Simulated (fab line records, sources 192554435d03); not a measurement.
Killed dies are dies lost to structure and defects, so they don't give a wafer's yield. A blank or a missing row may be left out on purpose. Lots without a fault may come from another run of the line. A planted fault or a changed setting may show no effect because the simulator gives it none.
fab line records | flow n5_finfet
record lots=6 wafers=17 last_day=17
route steps=1938 shown BEOL_M9@1464 BEOL_M10@1470 PASSIVATION@1936
lots that met no fault: from a run of the same line without faults
start_h: hours from the record's first day to the start of the lot's first wafer shown | wait_h: hours since the lot's step before | " the same as in the row above | L1.1+2: a row that stands for several wafers | - no value, or no start given | * or withheld: withheld | < > ~ a bound
route shown NAME@n: a module of which the file shows steps, and the number in the route of the first | usual: mean/standard deviation of fault-free wafers | same: alike in all rows | chamber/n: place in a boat | sites: the reading at each site | _std_site: their standard deviation | _edge_site: outer sites' mean less inner sites' | radius_mm: how far each site lies from the wafer's centre | mask NAME#n: copy n | behind: the tool/chamber that last shaped the wafer | hold: why the lot was held/for how many hours/how that ended | device: the transistor (n, p or np) that didn't switch | end of line: the same wafers' tests at the end of the route | a step without rows: its recipe alone | killed: dies lost to structure and defects at the first sort, not the wafer's yield | map: a wafer's dies, x killed, . not, _ none there
set.NAME: the setting as run; set.NAME@STEP: as run at that earlier step | model.NAME: the simulator's own value behind a step, which no gauge read
lots at some steps of the route; a table a step, a row a wafer
services: from which hour (start_h, from the record's first day; less than 0 if before it) a tool's chamber was out of use, for how many hours, and why
## steps
# step N5_BEOL_M9_CMP_52
# recipe stop_on=SiCOH_lowk t_overpolish_s=7 down_force_psi=1 platen_rpm=50 clearing_platen_down_force_psi=1.5 clearing_platen_rpm=50 post_cmp_clean=cu_alkaline target_thk_nm=140 clearing_platen_pad_velocity_m_s=0.99484 pad_velocity_m_s=0.99484
# step N5_BEOL_M9_THK_MEAS_53
# recipe thk_meas_gauge=xrf reads=Cu_of_BEOL_M9_ECD_50
# usual M9_THK=135.9/2.5
# columns lot.wafer tool chamber start_h wait_h M9_THK[nm]
L675.1 film_metro-01 - 251.18 - 137.1
L675.3 " - " " 133.4
L675.6 " - " " 134.0
L681.1 film_metro-01 - 278.05 - 140.5
L681.4 " - " " 135.8
L681.6 " - " " 135.0
L685.2 film_metro-02 - 317.06 - 131.5
L685.3 " - " " 132.9
L688.1 film_metro-01 - 319.36 - 135.8
L688.2 " - " " 137.3
L688.5 " - " " 134.4
L691.2 film_metro-02 - 356.29 - 136.0
L691.3 " - " " 139.0
L691.4 " - " " 135.3
L692.1 film_metro-02 - 364.79 - 136.3
L692.3 " - " " 133.6
L692.5 " - " " 133.2
# step N5_BEOL_M9_PRE_CLEAN_55
# recipe gas=NH3 time_s=15 temp_c=withheld rf_power_w=300
# step N5_BEOL_M9_DEP_56
# recipe material=SiCN target_thk_a=150 temp_c=withheld precursor=3MS/NH3 pressure_torr=3 rf_w=202 time_s=26.5
# usual chamber_pressure_Torr=3.000/0.0061 showerhead_plenum_p_Torr=3.662/0.012 throttle_valve_pct=9.1/0.64
# columns lot.wafer tool chamber start_h wait_h chamber_pressure_Torr showerhead_plenum_p_Torr throttle_valve_pct
L675.1 pecvd-04 2 251.25 0.0 3.008 3.652 8.6
L675.3 " 1 " " 3.006 3.676 9.1
L675.6 " 2 " " 3.004 3.652 8.3
L681.1 pecvd-02 2 278.11 0.0 2.995 3.656 8.7
L681.4 " 2 " " 3.000 3.677 8.7
L681.6 " 0 " " 2.996 3.679 9.5
L685.2 pecvd-04 1 317.12 0.0 3.003 3.662 8.6
L685.3 " 2 " " 2.997 3.658 8.5
L688.1 pecvd-01 2 319.42 0.0 3.006 3.686 9.2
L688.2 " 0 " " 2.995 3.650 8.9
L688.5 " 0 " " 3.008 3.651 8.7
L691.2 pecvd-02 1 356.35 0.0 2.991 3.653 8.5
L691.3 " 2 " " 2.991 3.666 9.2
L691.4 " 2 " " 3.000 3.660 8.9
L692.1 pecvd-01 2 364.86 0.0 2.996 3.684 9.3
L692.3 " 0 " " 2.993 3.650 8.8
L692.5 " 1 " " 2.997 3.647 10.6
# step N5_BEOL_M9_RS_MEAS_57
# recipe thk_meas_gauge=four-point-probe reads=Cu_of_BEOL_M9_ECD_50+Co_of_BEOL_M9_CVD_78+TaN_of_BEOL_M9_ALD_74
# usual M9_RS=0.152/0.0034
# columns lot.wafer tool chamber start_h wait_h M9_RS[ohm/sq]
L675.1 film_metro-02 - 251.32 0.1 0.151
L675.3 " - " " 0.155
L675.6 " - " " 0.153
L681.1 film_metro-01 - 278.18 0.1 0.146
L681.4 " - " " 0.151
L681.6 " - " " 0.152
L685.2 film_metro-01 - 317.20 0.1 0.158
L685.3 " - " " 0.156
L688.1 film_metro-01 - 319.50 0.1 0.151
L688.2 " - " " 0.149
L688.5 " - " " 0.153
L691.2 film_metro-02 - 356.42 0.1 0.152
L691.3 " - " " 0.149
L691.4 " - " " 0.153
L692.1 film_metro-01 - 364.93 0.1 0.153
L692.3 " - " " 0.156
L692.5 " - " " 0.157
# step N5_BEOL_M9_INSPECT_58
# recipe inspect_instrument=darkfield mode=post_dep
# usual raw_defect_count=76/23
# columns lot.wafer tool chamber start_h wait_h raw_defect_count
L675.1 defect_inspect-02 - 251.34 0.0 92
L675.3 " - " " 64
L675.6 " - " " 50
L681.1 defect_inspect-02 - 278.21 0.0 76
L681.4 " - " " 112
L681.6 " - " " 96
L685.2 defect_inspect-01 - 317.23 0.0 82
L685.3 " - " " 90
L688.1 defect_inspect-02 - 319.52 0.0 59
L688.2 " - " " 65
L688.5 " - " " 59
L691.2 defect_inspect-02 - 356.45 0.0 75
L691.3 " - " " 72
L691.4 " - " " 68
L692.1 defect_inspect-02 - 364.95 0.0 79
L692.3 " - " " 35
L692.5 " - " " 55
# step N5_BEOL_M10_ILD_DEP_00
# recipe material=SiCOH_lowk target_thk_a=3085.1 temp_c=300 precursor=DEMS/porogen pressure_torr=5 rf_w=500 time_s=58
# usual chamber_pressure_Torr=5.001/0.01 heater_power_w=309/40 showerhead_plenum_p_Torr=5.733/0.014 throttle_valve_pct=14.0/1
# columns lot.wafer tool chamber start_h wait_h chamber_pressure_Torr heater_power_w showerhead_plenum_p_Torr throttle_valve_pct
L675.1 pecvd-03 2 251.38 0.0 4.990 223 5.747 13.0
L675.3 " 0 " " 5.011 405 5.719 14.8
L675.6 " 1 " " 4.994 226 5.738 13.7
L681.1 pecvd-01 0 278.24 0.0 4.992 308 5.710 13.8
L681.4 " 1 " " 5.008 280 5.729 16.4
L681.6 " 2 " " 5.002 317 5.751 13.7
L685.2 pecvd-01 0 317.27 0.0 5.008 303 5.709 13.6
L685.3 " 1 " " 5.009 356 5.736 16.2
L688.1 pecvd-04 1 319.56 0.0 4.993 358 5.736 13.6
L688.2 " 2 " " 5.005 289 5.735 12.8
L688.5 " 2 " " 4.993 291 5.731 12.9
L691.2 pecvd-01 0 356.49 0.0 5.006 291 5.721 13.5
L691.3 " 0 " " 5.015 292 5.712 13.4
L691.4 " 1 " " 4.994 325 5.718 16.1
L692.1 pecvd-04 1 364.99 0.0 5.006 292 5.736 13.5
L692.3 " 1 " " 5.007 308 5.736 13.5
L692.5 " 2 " " 5.010 270 5.726 12.9
# step N5_BEOL_M10_CURE_71
# recipe temp_c=385 time_s=240 ambient=He/Ar material=SiCOH_lowk
# usual lamp_power_pct=52.31/0.049 wafer_temp_C_max=386.9/0.63
# columns lot.wafer tool chamber start_h wait_h lamp_power_pct wafer_temp_C_max
L675.1 uv_cure-03 2 251.72 0.3 52.28 387.9
L675.3 " 2 " " 52.29 387.0
L675.6 " 2 " " 52.25 388.3
L681.1 uv_cure-01 0 278.32 0.0 52.29 386.6
L681.4 " 0 " " 52.27 386.7
L681.6 " 0 " " 52.26 386.4
L685.2 uv_cure-02 2 317.43 0.1 52.29 387.3
L685.3 " 2 " " 52.30 387.4
L688.1 uv_cure-01 1 319.64 0.0 52.30 385.9
L688.2 " 1 " " 52.24 386.5
L688.5 " 1 " " 52.34 386.7
L691.2 uv_cure-01 2 356.67 0.2 52.35 387.0
L691.3 " 2 " " 52.38 387.1
L691.4 " 2 " " 52.34 386.8
L692.1 uv_cure-03 2 365.10 0.1 52.34 386.4
L692.3 " 2 " " 52.33 388.3
L692.5 " 2 " " 52.36 387.9
# step N5_BEOL_M10_THK_MEAS_01
# recipe reads=SiCOH_lowk_of_BEOL_M10_ILD_DEP_00
# usual M10_ILD_THK=267/3.5
# columns lot.wafer tool chamber start_h wait_h M10_ILD_THK[nm]
L675.1 film_metro-02 - 252.23 0.4 264
L675.3 " - " " 259
L675.6 " - " " 268
L681.1 film_metro-02 - 278.84 0.4 268
L681.4 " - " " 274
L681.6 " - " " 271
L685.2 film_metro-01 - 317.86 0.4 263
L685.3 " - " " 263
L688.1 film_metro-01 - 320.15 0.4 268
L688.2 " - " " 265
L688.5 " - " " 267
L691.2 film_metro-02 - 357.11 0.4 266
L691.3 " - " " 269
L691.4 " - " " 262
L692.1 film_metro-01 - 365.61 0.4 267
L692.3 " - " " 273
L692.5 " - " " 272
# step N5_BEOL_M10_PECVD_70
# recipe material=SiO2 target_thk_a=200 temp_c=400 precursor=TEOS/O2 pressure_torr=5.5 rf_w=450 teos_flow_sccm=53.8 gas=O2 flow_sccm=3000 time_s=22.7
# usual chamber_pressure_Torr=5.500/0.012 heater_power_w=694/130 showerhead_plenum_p_Torr=8.77/0.057 throttle_valve_pct=22.6/1.6
# columns lot.wafer tool chamber start_h wait_h chamber_pressure_Torr heater_power_w showerhead_plenum_p_Torr throttle_valve_pct
L675.1 pecvd-04 2 252.27 0.0 5.510 659 8.75 20.5
L675.3 " 0 " " 5.490 849 8.77 23.5
L675.6 " 0 " " 5.496 803 8.80 23.6
L681.1 pecvd-04 0 278.87 0.0 5.512 793 8.75 23.6
L681.4 " 1 " " 5.504 757 8.75 21.8
L681.6 " 2 " " 5.497 609 8.72 20.7
L685.2 pecvd-03 0 317.89 0.0 5.496 968 8.76 24.1
L685.3 " 2 " " 5.499 515 8.84 21.2
L688.1 pecvd-04 0 320.19 0.0 5.493 793 8.80 23.6
L688.2 " 2 " " 5.494 566 8.73 20.5
L688.5 " 0 " " 5.509 815 8.76 23.7
L691.2 pecvd-04 0 357.14 0.0 5.497 831 8.76 23.6
L691.3 " 2 " " 5.502 721 8.74 20.7
L691.4 " 0 " " 5.521 857 8.74 23.6
L692.1 pecvd-01 0 365.65 0.0 5.482 683 8.72 22.2
L692.3 " 2 " " 5.501 746 8.91 22.9
L692.5 " 0 " " 5.512 680 8.71 21.9
# step N5_BEOL_M10_HM_DEP_02
# recipe material=TiN target_thk_a=200 temp_c=25 chamber_pressure_pa=0.49996
# usual throttle_valve_pct=30.4/1.3
# columns lot.wafer tool chamber start_h wait_h throttle_valve_pct
L675.1 pvd_sputter-01 - 252.58 0.3 31.3
L675.3 " - " " 30.4
L675.6 " - " " 28.3
L681.1 pvd_sputter-02 - 279.45 0.6 30.1
L681.4 " - " " 30.8
L681.6 " - " " 30.3
L685.2 pvd_sputter-02 - 318.44 0.5 30.4
L685.3 " - " " 28.9
L688.1 pvd_sputter-01 - 323.79 3.6 30.3
L688.2 " - " " 31.3
L688.5 " - " " 32.1
L691.2 pvd_sputter-01 - 357.84 0.7 29.9
L691.3 " - " " 31.6
L691.4 " - " " 32.1
L692.1 pvd_sputter-03 - 366.45 0.8 32.1
L692.3 " - " " 28.5
L692.5 " - " " 28.9
# step N5_BEOL_M10_COAT_59
# recipe resist=SOC temp_c=250 time_s=60 spin_rpm=1500 resist_thk_nm=100
# step N5_BEOL_M10_COAT_60
# recipe resist=SiARC temp_c=220 time_s=60 spin_rpm=1500 resist_thk_nm=30
# usual heater_power_total_W=427.8/2.2 run_length_s=65.84/0.15
# columns lot.wafer tool chamber start_h wait_h heater_power_total_W run_length_s
L675.1 litho_track-02 0 252.71 - 427.7 65.83
L675.3 " 0 " " 425.7 65.90
L675.6 " 0 " " 424.3 65.86
L681.1 litho_track-04 0 279.60 - 430.4 65.80
L681.4 " 0 " " 424.1 65.82
L681.6 " 0 " " 429.8 65.62
L685.2 litho_track-04 0 318.57 - 578.6 42.29
L685.3 " 0 " " 583.6 42.23
L688.1 litho_track-04 0 323.92 - 577.5 42.36
L688.2 " 0 " " 585.2 42.49
L688.5 " 0 " " 582.8 42.25
L691.2 litho_track-01 0 357.97 - 426.6 66.08
L691.3 " 0 " " 430.2 65.89
L691.4 " 0 " " 426.2 65.93
L692.1 litho_track-02 0 366.58 - 430.4 65.85
L692.3 " 0 " " 424.2 65.88
L692.5 " 0 " " 424.7 65.93
# step N5_BEOL_M10_COAT_05
# recipe resist=CAR-ArF spin_rpm=1500 resist_thk_nm=90
# step N5_PASSIVATION_PROBE_49
# usual defect_limited_yield=91.4/1.5 killed_at_M0_to_M3=34/10 killed_at_M4_up=15/6 killed_at_contacts=12/6 killed_at_front_end=37/11 killed_at_other=3.3/2.8 killed_dies=101/18 killed_open=66/14 killed_short=33/7.8 sort_bin_5_function=5.0/0.97 sort_bin_6_memory=3.2/0.72 sort_n_pass=1079/18 sort_yield_pct=91.4/1.5
# same gross_dies=1180 killed_at_back_side=0 sort_bin_4_leakage[%]=0 sort_bin_8_speed[%]=0
# columns lot.wafer tool chamber start_h wait_h defect_limited_yield[%] killed_at_M0_to_M3 killed_at_M4_up killed_at_contacts killed_at_front_end killed_at_other killed_dies killed_open killed_short sort_bin_5_function[%] sort_bin_6_memory[%] sort_n_pass sort_yield_pct[%]
L675.1 prober-02 - 306.55 0.0 89.4 48 12 16 43 6 125 76 49 6.5 3.9 1055 89.4
L675.3 prober-02 - 306.65 0.1 90.8 33 15 16 45 0 109 76 31 5.8 3.1 1071 90.8
L675.6 prober-02 - 306.80 0.3 93.3 28 12 20 17 2 79 46 32 4.0 2.7 1101 93.3
# killed by level:class
L675.1 BEOL_M1:geometric_particle:open=12 STI_FIN_REVEAL:geometric_particle:open=11 MOL_CONTACT_COAG:geometric_particle:open=11 BEOL_M2:geometric_particle:open=10 FIN_SAQP:geometric_particle:open=8 BEOL_M2:geometric_particle:short=8 FIN_SAQP:geometric_particle:short=6 BEOL_M0_SAQP:geometric_particle:open=5
L675.3 MOL_CONTACT_COAG:geometric_particle:open=12 FIN_SAQP:geometric_particle:open=11 STI_FIN_REVEAL:geometric_particle:open=11 BEOL_M2:geometric_particle:open=10 BEOL_M0_SAQP:geometric_particle:short=7 BEOL_M0_SAQP:geometric_particle:open=7 BEOL_M6:geometric_particle:open=5 ILD0:geometric_particle:short=4
L675.6 MOL_CONTACT_COAG:geometric_particle:open=13 MOL_CONTACT_COAG:geometric_particle:short=7 BEOL_M2:geometric_particle:open=6 BEOL_M0:geometric_particle:short=5 STI_FIN_REVEAL:geometric_particle:open=4 BEOL_M0_SAQP:geometric_particle:open=4 BEOL_M2:geometric_particle:short=4 BEOL_M0_SAQP:geometric_particle:short=3
## services
# columns tool chamber start_h hours kind
uv_cure-03 - 233.21 6.0 pm
uv_cure-02 - 236.79 7.5 pm
pecvd-04 2 242.61 6.9 repair
uv_cure-01 - 250.82 9.8 repair
pecvd-01 - 255.82 1.6 repair
pecvd-03 1 260.12 40.9 repair
pecvd-03 - 276.82 6.0 pm
pecvd-02 2 278.43 2.1 scheduled_down
pecvd-04 2 289.93 9.3 repair
pecvd-02 - 292.26 5.5 pm
pecvd-03 - 298.20 0.8 repair
litho_track-04 - 328.95 - consumable_replace:filter
pvd_sputter-03 - 332.92 11.1 repair
pecvd-03 0 336.45 5.0 scheduled_down
pecvd-01 2 336.51 5.5 scheduled_down
pecvd-04 0 337.05 16.5 scheduled_down
pvd_sputter-02 - 346.78 6.9 repair
pecvd-01 2 352.90 6.9 repair
pecvd-04 1 354.65 5.5 scheduled_down
pecvd-03 - 356.33 1.8 repair
pecvd-03 - 362.51 2.8 pm
pecvd-04 0 364.12 5.5 scheduled_down
## key
first_sign step=N5_BEOL_M10_COAT_60 reading=run_length_s direction=down sigmas=99+ usual=* struck=*
effect step=N5_BEOL_M10_COAT_60 reading=heater_power_total_W direction=up sigmas=69 usual=* struck=*
met_at N5_BEOL_M10_COAT_60
struck_wafers L685.2,L685.3,L688.1,L688.2,L688.5
onset_between 279.60 318.57
fault kind=process_parameter_drift tool=litho_track-04 chamber=- onset_h=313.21 steps=N5_BEOL_M10_COAT_60 channel=time_s offset=* shape=step acts_in=* stated=*
